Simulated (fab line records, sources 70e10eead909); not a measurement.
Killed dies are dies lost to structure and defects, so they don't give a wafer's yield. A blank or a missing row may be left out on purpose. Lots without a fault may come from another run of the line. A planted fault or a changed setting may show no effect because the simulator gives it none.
Which tool did it? | flow nand_harc | 11 lots, 33 wafers sampled, at 5 steps of a route of 1302

WHAT THE GAUGES READ, wafer by wafer
NHARC_P_STI_OCD_MEAS_17.
lot  | measured     | on     | trench_depth_nm (nm) | trench_foot_cd_nm (nm)
L346 | day 2 22:14  | ocd-02 | 301 301 294          | 156 154 159
L348 | day 3 17:40  | ocd-02 | 304 299 303          | 161 162 157
L349 | day 4 01:20  | ocd-01 | 306 301 300          | 155 157 160
L350 | day 4 11:45  | ocd-02 | 289 289 305          | 166 161 162
L351 | day 4 23:06  | ocd-01 | 290 287 298          | 163 160 164
L353 | day 5 21:28  | ocd-01 | 303 303 302          | 155 161 161
L354 | day 6 09:07  | ocd-02 | 311 291 307          | 156 160 155
L359 | day 8 07:58  | ocd-01 | 301 302 297          | 155 156 160
L360 | day 8 15:52  | ocd-02 | 307 297 296          | 156 158 159
L361 | day 9 01:13  | ocd-01 | 306 298 304          | 161 163 155
L369 | day 12 12:13 | ocd-01 | 301 294 313          | 156 161 154

NHARC_END_SORT_01.
lot  | measured     | on        | killed_at_array | killed_at_other | killed_at_periphery | killed_dies | killed_open | killed_short
L346 | day 25 06:15 | prober-02 | 27 30 26        | 0 0 0           | 8 7 1               | 35 37 27    | 4 1 2       | 1 7 1
L348 | day 26 03:53 | prober-02 | 46 52 24        | 3 0 0           | 4 4 2               | 53 56 26    | 5 8 2       | 2 2 1
L349 | day 25 11:32 | prober-01 | 18 24 25        | 0 1 1           | 0 2 0               | 18 27 26    | 0 1 1       | 3 1 4
L350 | day 25 20:14 | prober-01 | 28 57 52        | 0 0 0           | 8 2 0               | 36 59 52    | 3 2 4       | 5 2 1
L351 | day 25 18:37 | prober-02 | 53 68 73        | 0 0 0           | 4 0 0               | 57 68 73    | 3 1 2       | 0 2 2
L353 | day 27 01:32 | prober-01 | 64 71 72        | 0 0 1           | 2 2 1               | 66 73 74    | 3 3 6       | 4 2 0
L354 | day 27 16:05 | prober-01 | 46 58 53        | 0 2 1           | 10 4 14             | 56 64 68    | 6 2 6       | 2 2 2
L359 | day 30 07:37 | prober-01 | 54 64 49        | 1 1 1           | 622 612 627         | 677 677 677 | 1 6 5       | 1 3 4
L360 | day 29 23:02 | prober-01 | 47 54 41        | 1 0 0           | 629 623 636         | 677 677 677 | 2 5 4       | 2 1 0
L361 | day 29 22:18 | prober-02 | 58 64 58        | 2 1 3           | 4 6 1               | 64 71 62    | 2 3 1       | 7 3 0
L369 | day 34 03:25 | prober-01 | 67 56 52        | 0 0 0           | 7 7 8               | 74 63 60    | 4 3 6       | 5 4 5

WHICH TOOL RAN EACH LOT (tool, then ch and the chambers of the sampled wafers, then the start)
lot  | NHARC_P_GATE_ETCH_114              | NHARC_P_GATE_ALD_36               | NHARC_P_GATE_STRIP_101
L346 | rie_diel-12 ch 0,2,3, day 5 09:00  | ald_sin-04 ch 1,2, day 5 10:08    | rie_diel-02 ch 2,3, day 5 19:49
L348 | rie_diel-12 ch 0,1,2, day 6 01:00  | ald_sin-03 ch 1,2, day 6 02:49    | rie_diel-03 ch 1,2, day 6 12:23
L349 | rie_diel-03 ch 0,1, day 6 02:00    | ald_sin-04 ch 1,2,3, day 6 04:07  | rie_diel-02 ch 0,1,3, day 6 12:38
L350 | rie_diel-12 ch 0,1,2, day 6 18:00  | ald_sin-01 ch 1,2, day 6 19:01    | rie_diel-03 ch 0,2,3, day 7 06:44
L351 | rie_diel-12 ch 0,2, day 7 04:00    | ald_sin-03 ch 0,2,3, day 7 07:35  | rie_diel-03 ch 0,3, day 7 15:01
L353 | rie_diel-02 ch 1,2,3, day 8 00:00  | ald_sin-03 ch 0,1,2, day 8 02:22  | rie_diel-02 ch 1,2,3, day 8 10:57
L354 | rie_diel-03 ch 1,2, day 8 13:00    | ald_sin-01 ch 1,2,3, day 8 16:14  | rie_diel-02 ch 1,3, day 8 23:41
L359 | rie_diel-03 ch 0,2,3, day 10 13:00 | ald_sin-04 ch 0,1,3, day 10 14:13 | rie_diel-12 ch 0,1,2, day 10 23:53
L360 | rie_diel-03 ch 0,2,3, day 11 03:00 | ald_sin-01 ch 0,1,2, day 11 06:13 | rie_diel-02 ch 1,3, day 11 13:43
L361 | rie_diel-12 ch 0,2,3, day 11 03:00 | ald_sin-03 ch 1,3, day 11 04:35   | rie_diel-12 ch 2,3, day 11 14:13
L369 | rie_diel-12 ch 0,2,3, day 14 21:00 | ald_sin-01 ch 1,2,3, day 14 22:35 | rie_diel-12 ch 0,1,2, day 15 08:12
- NHARC_P_GATE_ETCH_114: etches the open film in CF4/O2, target depth 30 nm, overetch 3 nm, time 16.5 s.
- NHARC_P_GATE_ALD_36: deposits SiNx, target thk 20 nm, pulse time 60 s, ald cycles 223.
- NHARC_P_GATE_STRIP_101: strips in O2, time 20 s.

WHAT THE TOOLS THEMSELVES READ (means of the sampled wafers that have a number; where no wafer has one, the mark that the record gives instead)
NHARC_P_GATE_ETCH_114.
lot  | tool        | bias_w (W) | cf4_flow_sccm (sccm) | chamber_pressure_mTorr (mTorr) | drypump_motor_current_A (A) | mfc_ar_sccm (sccm) | oes_product_au (a.u.) | rf_vpp_V (V) | showerhead_plenum_p_Torr (Torr) | throttle_valve_pct (%)
L346 | rie_diel-12 | 100.0      | 79.86                | 30.005                         | 6.2                         | 0.002              | 1.010                 | 198.6        | 1.39                            | 13.396
L348 | rie_diel-12 | 99.8       | 79.96                | 30.001                         | 6.2                         | 0.002              | 1.000                 | 198.9        | 1.37                            | 13.395
L349 | rie_diel-03 | 99.7       | 79.88                | 30.003                         | 5.4                         | 0.004              | 0.989                 | 197.7        | 1.31                            | 13.401
L350 | rie_diel-12 | 100.2      | 79.82                | 29.980                         | 6.2                         | 0.002              | 0.988                 | 198.7        | 1.37                            | 13.400
L351 | rie_diel-12 | 100.1      | 80.02                | 29.969                         | 6.3                         | 0.004              | 1.002                 | 198.5        | 1.42                            | 13.402
L353 | rie_diel-02 | 100.2      | 80.07                | 30.009                         | 5.1                         | 0.010              | 0.998                 | 197.0        | 1.28                            | 13.393
L354 | rie_diel-03 | 100.2      | 80.20                | 30.030                         | 6.0                         | 0.032              | 1.002                 | 196.0        | 1.28                            | 13.399
L359 | rie_diel-03 | -          | -                    | -                              | -                           | -                  | -                     | -            | -                               | -
L360 | rie_diel-03 | -          | -                    | -                              | -                           | -                  | -                     | -            | -                               | -
L361 | rie_diel-12 | 99.8       | 79.90                | 30.007                         | 6.2                         | 0.002              | 1.014                 | 198.9        | 1.39                            | 13.394
L369 | rie_diel-12 | 99.7       | 79.84                | 29.996                         | 6.2                         | 0.002              | 1.010                 | 198.5        | 1.38                            | 13.408

NHARC_P_GATE_ALD_36.
lot  | tool       | heater_power_outer_w (W) | heater_power_w (W) | precursor_pulse_height_rel
L346 | ald_sin-04 | 528                      | 859                | 1.004
L348 | ald_sin-03 | 508                      | 832                | 1.020
L349 | ald_sin-04 | 551                      | 918                | 1.003
L350 | ald_sin-01 | 582                      | 931                | 1.003
L351 | ald_sin-03 | 504                      | 816                | 1.000
L353 | ald_sin-03 | 558                      | 860                | 1.002
L354 | ald_sin-01 | 586                      | 906                | 1.003
L359 | ald_sin-04 | 535                      | 886                | 1.015
L360 | ald_sin-01 | 522                      | 857                | 1.007
L361 | ald_sin-03 | 545                      | 899                | 1.003
L369 | ald_sin-01 | 584                      | 904                | 0.986

NHARC_P_GATE_STRIP_101.
lot  | tool        | chamber_pressure_mTorr (mTorr) | drypump_motor_current_A (A) | mfc_ar_sccm (sccm) | oes_product_au (a.u.) | rf_vpp_V (V) | showerhead_plenum_p_Torr (Torr) | throttle_valve_pct (%)
L346 | rie_diel-02 | 59.98                          | 5.4                         | 0.008              | 1.000                 | 57.3         | 3.42                            | 17.045
L348 | rie_diel-03 | 60.03                          | 5.7                         | 0.022              | 1.005                 | 58.0         | 3.37                            | 17.037
L349 | rie_diel-02 | 60.03                          | 5.1                         | 0.012              | 0.979                 | 57.9         | 3.50                            | 17.048
L350 | rie_diel-03 | 59.98                          | 5.6                         | 0.014              | 1.000                 | 57.0         | 3.41                            | 17.033
L351 | rie_diel-03 | 59.96                          | 5.3                         | 0.000              | 1.002                 | 57.4         | 3.46                            | 17.034
L353 | rie_diel-02 | 60.05                          | 5.1                         | 0.010              | 0.994                 | 57.9         | 3.39                            | 17.041
L354 | rie_diel-02 | 59.98                          | 4.8                         | 0.013              | 0.988                 | 57.1         | 3.36                            | 17.039
L359 | rie_diel-12 | 60.02                          | 6.2                         | 0.002              | 0.992                 | 57.6         | 3.62                            | 17.024
L360 | rie_diel-02 | 59.99                          | 4.8                         | 0.018              | 0.994                 | 57.5         | 3.34                            | 17.032
L361 | rie_diel-12 | 59.99                          | 6.0                         | 0.004              | 1.005                 | 58.6         | 3.66                            | 17.028
L369 | rie_diel-12 | 59.99                          | 6.2                         | 0.002              | 1.007                 | 58.6         | 3.61                            | 17.038

THE ANSWER, worked out from the rows above alone
Rule: what is usual is taken from the lots themselves. Put in order of their means at a reading, lots are off if they are a third of the lots or fewer, leave a main group of 4 or more, and stand apart from it by a gap of 3 or more times the standard deviation of the main group's means; of several such gaps the widest counts. A main group whose means are all the same, to the digits that the tables above print for the reading, isn't used. A lot without any number at a reading at which 4 lots or more have one is off too. The other lots that the step has rows for count as sound. The gauges are gone through in route order, then the tools' own readings, and for those a lot's mean is taken as printed above. The first step at which some lot is off is used, and at that step the reading that is off furthest; a lot without a number counts as furthest.
Off: L359, L360, at NHARC_END_SORT_01 (killed_at_periphery). The main group: mean 4.0, standard deviation 2.7.
A tool fits if, at a process step before that reading, it ran every lot that is off, and no sound lot after the first of them. The gauges at NHARC_END_SORT_01 aren't tried: what is off there is off at NHARC_P_GATE_ETCH_114 too, on other tools, and a gauge's error can't cause that. One fits: rie_diel-03 at NHARC_P_GATE_ETCH_114. Its last sound lot is L354 (day 8 13:00), its first lot that is off L359 (day 10 13:00): a fault that began between those two fits.
Blank at NHARC_P_GATE_ETCH_114 on the lots that are off, where sound lots have numbers: bias_w, cf4_flow_sccm, chamber_pressure_mTorr, drypump_motor_current_A, mfc_ar_sccm, oes_product_au, rf_vpp_V, showerhead_plenum_p_Torr, throttle_valve_pct.

WHAT THE SIMULATOR HAD PUT IN
Skipped step whole: rie_diel-03, from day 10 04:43 on, at NHARC_P_GATE_ETCH_114. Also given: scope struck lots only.
Lots struck among those shown: L359, L360. The rule above found the same.
